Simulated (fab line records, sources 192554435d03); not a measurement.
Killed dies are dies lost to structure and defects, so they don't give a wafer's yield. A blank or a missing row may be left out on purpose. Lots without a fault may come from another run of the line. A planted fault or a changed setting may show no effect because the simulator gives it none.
Split-lot experiment | flow n5_finfet | 7 lots, 39 wafers read, on a route of 1938 steps

THE SPLIT
At N5_WELL_APT_IMPLANT_32, the setting energy_kev was moved away from the recipe's 50 on 12 of the 39 wafers read, by -15.4% to +14.7%. The other wafers ran this setting at the recipe's value.

The reading is taken at the split's own step.

THE READING
implant.drp_nm (the simulator's own value, which no gauge read), in nm, at N5_WELL_APT_IMPLANT_32. The file gives no usual value for it.

wafer  | tool, chamber at the split | energy_kev as run | against the recipe | implant.drp_nm, nm | against lot-mates on the recipe
L077.1 | implanter-01, 0            | 50                | recipe             | 18.55              | -
L077.5 | implanter-01, 0            | 50                | recipe             | 18.55              | -
L077.6 | implanter-01, 0            | 50                | recipe             | 18.55              | -
L077.2 | implanter-01, 0            | 53.07             | +6.1%              | 19.37              | +0.82
L077.3 | implanter-01, 0            | 53.07             | +6.1%              | 19.37              | +0.82
L077.4 | implanter-01, 0            | 53.07             | +6.1%              | 19.37              | +0.82
L079.2 | implanter-02, 0            | 50                | recipe             | 18.55              | -
L079.4 | implanter-02, 0            | 50                | recipe             | 18.55              | -
L079.6 | implanter-02, 0            | 50                | recipe             | 18.55              | -
L086.1 | implanter-01, 0            | 50                | recipe             | 18.55              | -
L086.4 | implanter-01, 0            | 50                | recipe             | 18.55              | -
L086.6 | implanter-01, 0            | 50                | recipe             | 18.55              | -
L086.2 | implanter-01, 0            | 45.72             | -8.6%              | 17.41              | -1.14
L086.3 | implanter-01, 0            | 45.72             | -8.6%              | 17.41              | -1.14
L086.5 | implanter-01, 0            | 45.72             | -8.6%              | 17.41              | -1.14
L088.1 | implanter-01, 0            | 50                | recipe             | 18.55              | -
L088.2 | implanter-01, 0            | 50                | recipe             | 18.55              | -
L088.3 | implanter-01, 0            | 50                | recipe             | 18.55              | -
L088.4 | implanter-01, 0            | 50                | recipe             | 18.55              | -
L088.5 | implanter-01, 0            | 50                | recipe             | 18.55              | -
L088.6 | implanter-01, 0            | 50                | recipe             | 18.55              | -
L094.1 | implanter-01, 0            | 42.29             | -15.4%             | 16.49              | -2.06
L094.3 | implanter-01, 0            | 42.29             | -15.4%             | 16.49              | -2.06
L094.6 | implanter-01, 0            | 42.29             | -15.4%             | 16.49              | -2.06
L094.2 | implanter-01, 0            | 50                | recipe             | 18.55              | -
L094.4 | implanter-01, 0            | 50                | recipe             | 18.55              | -
L094.5 | implanter-01, 0            | 50                | recipe             | 18.55              | -
L095.1 | implanter-01, 0            | 50                | recipe             | 18.55              | -
L095.2 | implanter-01, 0            | 50                | recipe             | 18.55              | -
L095.3 | implanter-01, 0            | 50                | recipe             | 18.55              | -
L095.4 | implanter-01, 0            | 50                | recipe             | 18.55              | -
L095.5 | implanter-01, 0            | 50                | recipe             | 18.55              | -
L095.6 | implanter-01, 0            | 50                | recipe             | 18.55              | -
L096.1 | implanter-02, 0            | 57.37             | +14.7%             | 20.51              | +1.96
L096.2 | implanter-02, 0            | 57.37             | +14.7%             | 20.51              | +1.96
L096.6 | implanter-02, 0            | 57.37             | +14.7%             | 20.51              | +1.96
L096.3 | implanter-02, 0            | 50                | recipe             | 18.55              | -
L096.4 | implanter-02, 0            | 50                | recipe             | 18.55              | -
L096.5 | implanter-02, 0            | 50                | recipe             | 18.55              | -

THE FIT
A straight line over all 39 wafers: implant.drp_nm changes by +0.133 nm for each +1% of energy_kev; r = +1.00; the points scatter about the line by 0.0019 nm.
The same after taking each lot's own level away (the mean of its wafers on the recipe; 39 wafers): +0.133 nm for each +1%; r = +1.00; scatter 0.0019 nm.
On that fit, the largest move of energy_kev shifts the reading by 2.1 nm.
The lots' own levels span 18.550 to 18.550 nm.
So the lot-to-lot level changes the slope little: the two slopes agree.
Check: with one of the wafers moved furthest among these (-15.4%) left out of the fit, the line predicts -2.06 nm for it against its lot-mates. It came out at -2.06 nm against them.

OTHER SPLITS ON THESE WAFERS
These wafers also went through other splits before the reading. Each is held against what the fit with the lots' levels taken away leaves over:
other split on the same wafers | wafers away from the commonest value | r with implant.drp_nm (lot level and that fit taken away)
N5_WELL_APT_EXPOSE_22 dose_mj  | 15                                   | -0.40

THE WHOLE CHAIN: every reading that the file lists as answering this split, in the file's order
step                   | what it does | reading                                                         | change (the file's fit)               | r (the file's)
N5_WELL_APT_IMPLANT_32 |              | implant.rp_nm (the simulator's own value, which no gauge read)  | +0.36 nm for each +1% of the setting  | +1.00
N5_WELL_APT_IMPLANT_32 |              | implant.drp_nm (the simulator's own value, which no gauge read) | +0.133 nm for each +1% of the setting | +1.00

THE FILE'S OWN FIT
implant.drp_nm changes by +0.133 nm for each +1% of energy_kev, r = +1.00.
